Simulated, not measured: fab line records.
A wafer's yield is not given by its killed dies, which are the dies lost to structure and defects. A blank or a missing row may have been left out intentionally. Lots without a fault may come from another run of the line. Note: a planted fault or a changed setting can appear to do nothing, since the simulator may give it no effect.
Split-lot experiment ; flow n5_finfet ; 21 wafers read across 7 lots, on a route 1938 steps long

## THE SPLIT ITSELF
At N5_MOL_CONTACT_COAG_ETCH_110 (etches Si in CF4/O2, target depth 2.5 nm, time 8 s), the setting source_w was moved away from the recipe's 200 W on 6 of the 21 wafers read, by -5.5% to +15.9%. For the rest of the wafers, this setting stayed at what the recipe calls for.

Reading taken at the split's own step.

## THE READING
etch.depth_nm (the simulator's own value, which no gauge read), in nm, at N5_MOL_CONTACT_COAG_ETCH_110 (etches Si in CF4/O2, target depth 2.5 nm, time 8 s). The file gives no usual value for it. Across the 15 wafers here that went through the recipe, the average is 2.503 nm and the standard deviation 0.036 nm.

wafer;tool, chamber at the split;source_w as run, W;against the recipe;etch.depth_nm, nm;against lot-mates on the recipe
L076.1;rie_diel-04, 1;213.9;+7.0%;2.649;+0.153
L076.2;rie_diel-04, 2;200;recipe;2.496;-
L076.4;rie_diel-04, 0;213.9;+7.0%;2.631;+0.135
L079.1;rie_diel-02, 0;200;recipe;2.472;-
L079.3;rie_diel-02, 3;209.7;+4.8%;2.677;+0.152
L079.6;rie_diel-02, 3;200;recipe;2.578;-
L083.3;rie_diel-02, 2;200;recipe;2.497;-
L083.5;rie_diel-02, 2;200;recipe;2.523;-
L083.6;rie_diel-02, 3;200;recipe;2.581;-
L088.2;rie_diel-03, 2;188.9;-5.5%;2.365;-0.151
L088.3;rie_diel-03, 1;200;recipe;2.511;-
L088.4;rie_diel-03, 1;200;recipe;2.521;-
L091.1;rie_diel-03, 2;200;recipe;2.457;-
L091.4;rie_diel-03, 3;231.8;+15.9%;2.8;+0.341
L091.5;rie_diel-03, 2;200;recipe;2.461;-
L096.3;rie_diel-03, 3;200;recipe;2.48;-
L096.5;rie_diel-03, 1;229.2;+14.6%;2.799;+0.309
L096.6;rie_diel-03, 3;200;recipe;2.499;-
L097.2;rie_diel-02, 1;200;recipe;2.51;-
L097.4;rie_diel-02, 0;200;recipe;2.484;-
L097.5;rie_diel-02, 0;200;recipe;2.472;-

THE FIT
A straight line over all 21 wafers: etch.depth_nm changes by +0.0203 nm for each +1% of source_w; r = +0.94; the points scatter about the line by 0.037 nm.
The same after taking each lot's own level away (the mean of its wafers on the recipe; 21 wafers): +0.022 nm for each +1%; r = +0.97; scatter 0.027 nm.
Per that fit: largest source_w move, reading shift of 0.35 nm.
The lots' own levels span 2.4590 to 2.5337 nm, that is 2.1 times the standard deviation above.
So the lot-to-lot level changes the slope little: the two slopes agree.
Check: +0.354 nm against its lot-mates is what the line predicts for one of the wafers moved furthest among these (+15.9%) when that wafer is left out of the fit. It came out at +0.341 nm against them.

## THE OTHER SPLITS THESE WAFERS WENT THROUGH
Before the reading, these wafers also passed through other splits. Each is held against what the fit with the lots' levels taken away leaves over:
other split on the same wafers;wafers away from the commonest value;r with etch.depth_nm (lot level and that fit taken away)
N5_HKMG_FIN_ETCH_58 source_w;9;+0.09

## THE FILE'S OWN FIT
etch.depth_nm changes by +0.022 nm for each +1% of source_w, r = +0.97.
